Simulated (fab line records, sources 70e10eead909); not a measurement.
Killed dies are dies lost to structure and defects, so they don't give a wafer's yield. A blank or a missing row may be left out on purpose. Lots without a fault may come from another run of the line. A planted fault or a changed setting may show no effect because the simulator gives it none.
Problem report in the 8D (eight disciplines) form, filled by code | flow nand_harc | the parts of the form that need people (team, actions taken, sign-off) are left out

1. THE PROBLEM
killed_at_periphery at NHARC_END_SORT_01 reads a mean of 59.8 on 6 wafers of 2 lots; wafers without a fault read 3.7 with a standard deviation of 2.5. That is +22 standard deviations from the usual mean.
First seen on wafer L366.3, day 26 02:19, on prober-02. The record holds 6 wafers of 2 lots with a number at this step. Rule for "out", or "out of limits": more than 4 standard deviations from the usual mean. The other wafers with a number count as sound.

2. WHAT IT IS AND WHAT IT IS NOT
question                    | is                     | is not
which readings at this step | killed_at_periphery    | killed_at_array, killed_at_other, killed_open
which lots                  | L365, L366             | -
which wafers of those lots  | all that have a number | -
read on which gauges        | prober-01, prober-02   | -
when                        | from day 26 02:19      | up to then (0 sound wafers)

3. SUSPECTS, AND WHAT RULES EACH OUT
Counting: a tool at a process step up to the reading stays a suspect if it ran every lot that is out and no sound lot after the first of them.
- the gauge at NHARC_END_SORT_01: ruled out. The wafers that are out were read on 2 gauges (prober-01, prober-02).
- wet_bench-08 at NHARC_P_M1_STRIP_19 (strips in post etch residue remover, time 600 s): kept. It ran every lot that is out, first L365 (day 8 16:08), and no sound lot after that.
- pecvd-04 at NHARC_THIN_TSV_DEP_43 (deposits SiO2, target thk 1328.5 nm): kept. It ran every lot that is out, first L366 (day 25 11:16), and no sound lot after that.
- pecvd-03 at NHARC_THIN_TSV_DEP_47 (deposits SiO2, target thk 200 nm): kept. It ran every lot that is out, first L366 (day 25 14:04), and no sound lot after that.
Left after counting: wet_bench-08 at NHARC_P_M1_STRIP_19, pecvd-04 at NHARC_THIN_TSV_DEP_43, pecvd-03 at NHARC_THIN_TSV_DEP_47.

4. THE CAUSE (what the simulator had put in)
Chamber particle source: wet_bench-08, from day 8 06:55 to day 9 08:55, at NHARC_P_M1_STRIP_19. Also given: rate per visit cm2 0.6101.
Counting left 3 suspects, and this tool is among them.

5. THE CHAIN OF EFFECTS, in route order
Each row: a reading whose mean over the struck wafers that have a number lies more than 3 standard deviations from the usual. Only readings for which the record gives a usual standard deviation are gone through. hours: the time from each lot's start at the first step in this table that gives one to its start at this step, as a median over the lots. sigmas: the change in usual standard deviations.
hours | step              | reading              | usual | on struck wafers | change | sigmas
0     | NHARC_END_SORT_01 | defect_limited_yield | 91 %  | 81               | -10    | -3.3
0     | NHARC_END_SORT_01 | killed_at_periphery  | 3.7   | 59.8             | +56.1  | +22
0     | NHARC_END_SORT_01 | killed_dies          | 61    | 130              | +69    | +3.3

6. WHAT WOULD HAVE CAUGHT IT SOONER
In this record the first reading out of limits at a measuring or inspecting step was taken at day 26 02:19, 427 hours after the fault began at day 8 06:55.
All the lots that are out (2) had begun NHARC_P_M1_STRIP_19 on wet_bench-08 by day 26 02:19. A hold on the tool at that time would have spared none of them.
